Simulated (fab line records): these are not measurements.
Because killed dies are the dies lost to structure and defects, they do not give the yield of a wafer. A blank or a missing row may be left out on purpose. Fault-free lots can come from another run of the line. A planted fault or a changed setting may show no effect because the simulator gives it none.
fab line records	flow nand-harc	part 2 of 2: steps 5 to 6 of 6
record lots=21	wafers=63	last-day=33
route steps=1302 shown A_CHANNEL_HOLE_D2@596 A_CHANNEL_FILL_D2@629 A_STAIRCASE@639
lots that met no fault: from a run of the same line without faults
start-h: the number of hours between the record's first day and the start of the first shown wafer of the lot	wait-h: how many hours have passed since the lot's step before this one	" the same as in the row above	L1.1+2: one row covering several wafers at once	- no value, or no start given	* or withheld: withheld	< > ~ a bound
route shown NAME@n: names a module that has steps shown in the file, with the first one's number in the route	usual: mean/standard deviation of fault-free wafers	same: alike in all rows	chamber/n: place in a boat	sites: each site's reading	_std_site: the standard deviation of these	_edge_site: outer sites' mean less inner sites'	radius-mm: how far each site lies from the wafer's centre	mask NAME#n: copy n	behind: the tool/chamber that last shaped the wafer	hold: reason for holding the lot/hours on hold/outcome of the hold	device: transistor that didn't switch, given as n, p or np	end of line: at the end of the route, the tests of the same wafers	a step given without rows: its recipe and nothing more	killed: at the first sort, the dies lost to defects and structure; wafer yield is something else	map: a wafer's dies, marking killed ones x, the rest . and places with no die _
set.NAME: the setting that was run; set.NAME@STEP: the one run at that earlier step	model.NAME: the simulator's own value behind a step, which no gauge read
steps of the route over a sample of lots; a table a step, a row a wafer
services: a tool's chamber out of use, with start hour (start-h, from the record's first day; less than 0 if before it), hours out, and reason
## steps
# step NHARC_A_STAIRCASE_ETCH_19
# recipe target-depth-a=1000	time-s=40.5	ion-energy-ev=400	c4f8-flow-sccm=20	o2-flow-sccm=10	ar-flow-sccm=withheld	rf-w=600	bias-w=1000	chemistry=C4F8/O2
# usual oes-product-au=0.942/0.009	rf-vpp-V=894/6.1
lot.wafer	tool	chamber	start-h	wait-h	oes-product-au	rf-hours-counter-h	rf-vpp-V
L074.3	rie-diel-12	3	-	-	0.942	28	892
L074.1	"	1	"	"	0.919	20	894
L074.6	"	0	"	"	0.948	-	891
L076.4	rie-diel-12	1	-	-	0.935	27	895
L076.2	"	2	"	"	0.942	32	891
L076.3	"	3	"	"	0.948	36	891
L075.3	rie-diel-04	1	-	-	0.944	5	906
L075.6	"	0	"	"	0.937	-	886
L075.5	"	1	"	"	0.952	-	906
L077.3	rie-diel-04	0	-	-	0.944	8	887
L077.4	"	3	"	"	0.945	9	894
L077.5	"	0	"	"	0.941	-	888
L078.3	rie-diel-04	2	-	-	0.938	11	897
L078.2	"	3	"	"	0.951	12	893
L078.6	"	2	"	"	0.941	-	897
L079.2	rie-diel-12	3	-	-	0.942	50	891
L079.1	"	0	"	"	0.943	42	890
L079.6	"	2	"	"	0.939	-	890
L081.1	rie-diel-07	0	-	-	0.931	38	887
L081.4	"	1	"	"	0.932	38	893
L081.6	"	2	"	"	0.956	-	889
L080.1	rie-diel-12	1	-	-	0.942	39	892
L080.4	"	3	"	"	0.937	51	892
L080.5	"	0	"	"	0.954	-	889
L082.2	rie-diel-07	1	-	-	0.932	42	893
L082.5	"	1	"	"	0.935	-	891
L082.6	"	2	"	"	0.940	-	889
L085.1	rie-diel-04	0	-	-	0.949	26	886
L085.4	"	1	"	"	0.949	31	905
L085.5	"	0	"	"	0.946	-	886
L083.2	rie-diel-04	0	-	-	0.955	26	885
L083.4	"	1	"	"	0.943	31	906
L083.6	"	2	"	"	0.927	-	896
L086.2	rie-diel-04	1	-	-	0.931	38	905
L086.3	"	3	"	"	0.934	38	893
L086.4	"	1	"	"	0.937	-	905
L087.2	rie-diel-04	3	-	-	0.952	43	894
L087.3	"	0	"	"	0.944	35	887
L087.4	"	0	"	"	0.936	-	886
L088.3	rie-diel-12	3	-	-	0.938	17	891
L088.4	"	1	"	"	0.928	17	893
L088.6	"	3	"	"	0.939	-	889
L091.3	rie-diel-04	2	-	-	0.938	46	896
L091.2	"	1	"	"	0.958	54	905
L091.5	"	2	"	"	0.943	-	895
L090.1	rie-diel-12	2	-	-	0.948	25	888
L090.4	"	0	"	"	0.964	23	888
L090.6	"	1	"	"	0.936	-	893
L092.3	rie-diel-12	3	-	-	0.958	28	891
L092.5	"	1	"	"	0.941	-	892
L092.4	"	3	"	"	0.950	-	891
L093.2	rie-diel-12	2	-	-	0.935	30	890
L093.1	"	3	"	"	0.939	33	891
L093.3	"	1	"	"	0.938	33	894
L094.2	rie-diel-04	0	-	-	0.950	8	907
L094.3	"	3	"	"	0.956	8	895
L094.5	"	0	"	"	0.943	-	906
L097.3	rie-diel-07	3	-	-	0.942	31	895
L097.6	"	2	"	"	0.940	-	889
L097.5	"	3	"	"	0.934	-	895
L096.3	rie-diel-07	3	-	-	0.930	32	894
L096.2	"	2	"	"	0.929	27	890
L096.6	"	0	"	"	0.936	-	905
# step NHARC_A_STAIRCASE_TRIM_24
# recipe time-s=211.2	o2-flow-sccm=500	ar-flow-sccm=0	bias-w=0	chemistry=O2
# usual drypump-motor-current-A=5.8/0.39	mfc-ar-sccm=0.006/0.01	o2-flow-sccm=499.9/1.6	oes-product-au=1.001/0.0076	rf-vpp-V=57.6/1	showerhead-plenum-p-Torr=3.47/0.15	throttle-valve-pct=17.036/0.0094
lot.wafer	tool	chamber	start-h	wait-h	drypump-motor-current-A	mfc-ar-sccm	o2-flow-sccm	oes-product-au	rf-hours-counter-h	rf-vpp-V	showerhead-plenum-p-Torr	throttle-valve-pct
L074.3	rie-diel-12	2	-	-	6.1	0.027	499.2	1.000	25	57.5	3.37	17.031
L074.1	"	1	"	"	5.2	0	498.5	0.992	20	57.2	3.47	17.034
L074.6	"	2	"	"	6.0	0.027	498.9	1.006	-	57.3	3.37	17.042
L076.3	rie-diel-07	2	-	-	5.4	0	501.2	1.013	24	56.7	3.37	17.039
L076.2	"	3	"	"	5.4	0	499.0	1.011	23	58.0	3.53	17.048
L076.4	"	0	"	"	5.5	0	498.9	1.017	22	57.2	3.28	17.030
L075.3	rie-diel-12	3	-	-	5.8	0	502.6	0.989	40	57.5	3.41	17.033
L075.5	"	3	"	"	5.7	0	502.3	0.987	-	57.1	3.41	17.030
L075.6	"	0	"	"	6.6	0	499.7	1.003	-	57.7	3.36	17.030
L077.3	rie-diel-04	2	-	-	5.7	0.012	499.0	0.985	9	57.6	3.53	17.032
L077.4	"	0	"	"	5.6	0.006	501.7	1.005	8	55.7	3.29	17.043
L077.5	"	3	"	"	6.3	0	500.6	0.999	-	57.9	3.50	17.017
L078.3	rie-diel-04	2	-	-	5.6	0.012	500.0	0.997	12	58.0	3.53	17.033
L078.2	"	3	"	"	6.3	0	501.8	0.994	12	57.0	3.50	17.047
L078.6	"	3	"	"	6.3	0	501.3	0.998	-	57.1	3.50	17.047
L079.1	rie-diel-12	0	-	-	6.6	0	496.9	1.005	43	58.1	3.36	17.036
L079.2	"	2	"	"	6.1	0.027	499.0	0.995	44	58.2	3.36	17.060
L079.6	"	3	"	"	5.7	0	498.6	0.993	-	57.6	3.41	17.028
L080.4	rie-diel-12	3	-	-	5.8	0	500.4	0.996	51	57.2	3.41	17.017
L080.1	"	0	"	"	6.6	0	495.5	1.004	44	57.2	3.36	17.033
L080.5	"	2	"	"	6.1	0.027	497.2	0.990	-	57.3	3.36	17.045
L081.4	rie-diel-04	1	-	-	5.8	0.004	502.8	1.005	17	59.9	3.80	17.034
L081.1	"	2	"	"	5.7	0.012	498.4	0.993	18	55.8	3.53	17.035
L081.6	"	2	"	"	5.7	0.012	499.8	0.982	-	58.2	3.53	17.029
L082.2	rie-diel-04	3	-	-	6.3	0	500.9	1.005	25	57.0	3.49	17.038
L082.6	"	1	"	"	5.7	0.004	501.0	1.007	-	58.8	3.79	17.035
L082.5	"	2	"	"	5.7	0.012	500.2	0.991	-	59.4	3.53	17.047
L085.1	rie-diel-12	2	-	-	6.1	0.027	501.1	1.001	0	57.5	3.35	17.035
L085.4	"	1	"	"	5.2	0	501.9	0.991	0	57.3	3.45	17.037
L085.5	"	2	"	"	6.1	0.027	500.7	1.004	-	56.4	3.35	17.037
L083.4	rie-diel-04	3	-	-	6.3	0	500.8	0.995	31	58.9	3.48	17.026
L083.2	"	1	"	"	5.7	0.004	499.7	1.007	31	59.0	3.79	17.039
L083.6	"	3	"	"	6.3	0	497.7	1.010	-	57.6	3.48	17.032
L086.2	rie-diel-04	0	-	-	5.6	0.006	499.4	1.008	33	57.8	3.28	17.039
L086.3	"	3	"	"	6.3	0	498.5	0.993	40	57.9	3.48	17.042
L086.4	"	3	"	"	6.3	0	501.2	0.996	-	56.9	3.48	17.037
L087.2	rie-diel-04	1	-	-	5.8	0.004	501.2	0.998	43	58.2	3.78	17.022
L087.3	"	3	"	"	6.3	0	499.5	1.003	43	59.5	3.48	17.032
L087.4	"	0	"	"	5.6	0.006	499.8	1.004	-	56.7	3.27	17.045
L088.3	rie-diel-04	0	-	-	5.6	0.006	500.1	1.004	45	56.1	3.27	17.039
L088.4	"	1	"	"	5.7	0.004	497.7	1.011	50	59.4	3.78	17.036
L088.6	"	2	"	"	5.7	0.012	496.6	0.999	-	57.2	3.52	17.033
L091.3	rie-diel-04	0	-	-	5.6	0.006	498.7	0.998	51	57.1	3.27	17.038
L091.2	"	2	"	"	5.7	0.012	500.8	0.982	46	58.8	3.51	17.029
L091.5	"	0	"	"	5.6	0.006	498.8	0.999	-	56.5	3.27	17.048
L090.4	rie-diel-07	0	-	-	5.5	0	500.7	1.009	13	59.8	3.80	17.050
L090.1	"	2	"	"	5.4	0	499.2	1.010	13	56.7	3.34	17.046
L090.6	"	0	"	"	5.4	0	500.2	1.007	-	57.9	3.80	17.036
L092.3	rie-diel-12	0	-	-	6.6	0	498.7	1.007	30	58.3	3.34	17.039
L092.4	"	1	"	"	5.2	0	501.6	0.990	-	56.9	3.43	17.032
L092.5	"	3	"	"	5.8	0	500.7	0.994	-	56.2	3.39	17.021
L093.2	rie-diel-07	2	-	-	5.4	0	500.3	1.007	19	56.9	3.34	17.029
L093.1	"	3	"	"	5.4	0	500.2	1.014	23	57.1	3.50	17.049
L093.3	"	0	"	"	5.4	0	497.7	0.994	23	58.7	3.79	17.043
L094.2	rie-diel-04	3	-	-	6.3	0	498.7	1.000	8	58.2	3.46	17.016
L094.3	"	1	"	"	5.8	0.004	502.8	1.002	8	58.6	3.77	17.033
L094.5	"	3	"	"	6.3	0	500.1	1.001	-	56.5	3.46	17.032
L097.3	rie-diel-12	2	-	-	6.0	0.027	501.7	1.012	42	57.8	3.33	17.021
L097.6	"	1	"	"	5.2	0	497.6	1.003	-	59.7	3.42	17.043
L097.5	"	2	"	"	6.0	0.027	500.6	1.007	-	56.7	3.33	17.046
L096.2	rie-diel-12	2	-	-	6.0	0.027	499.4	1.006	42	57.0	3.33	17.031
L096.3	"	0	"	"	6.6	0	500.5	1.017	50	58.5	3.33	17.032
L096.6	"	3	"	"	5.7	0	501.6	1.012	-	57.5	3.38	17.031
## services
tool	chamber	start-h	hours	kind
rie-diel-07	0	278.31	7.7	repair
rie-diel-11	3	281.37	5.1	repair
rie-diel-07	-	294.29	9.0	pm
rie-diel-04	0	325.68	1.2	repair
rie-diel-11	0	338.21	6.9	repair
rie-diel-04	-	355.15	9.0	pm
har-etch-02	-	377.00	17.0	pm
rie-diel-04	3	404.45	2.5	repair
rie-diel-04	0	426.04	3.4	repair
rie-diel-11	-	432.50	9.0	pm
rie-diel-12	2	438.16	1.7	repair
rie-diel-12	-	446.18	9.0	pm
rie-diel-04	3	449.41	4.5	repair
rie-diel-11	-	450.76	0.4	repair
rie-diel-07	-	458.35	0.2	repair
rie-diel-04	0	461.58	9.0	repair
rie-diel-07	-	471.32	9.0	pm
rie-diel-11	2	473.41	2.4	repair
rie-diel-12	3	485.08	3.3	repair
rie-diel-12	0	513.71	4.4	repair
rie-diel-12	2	530.79	7.1	repair
rie-diel-04	-	532.15	9.0	pm
rie-diel-11	3	555.53	7.7	repair
rie-diel-04	1	558.39	3.9	repair
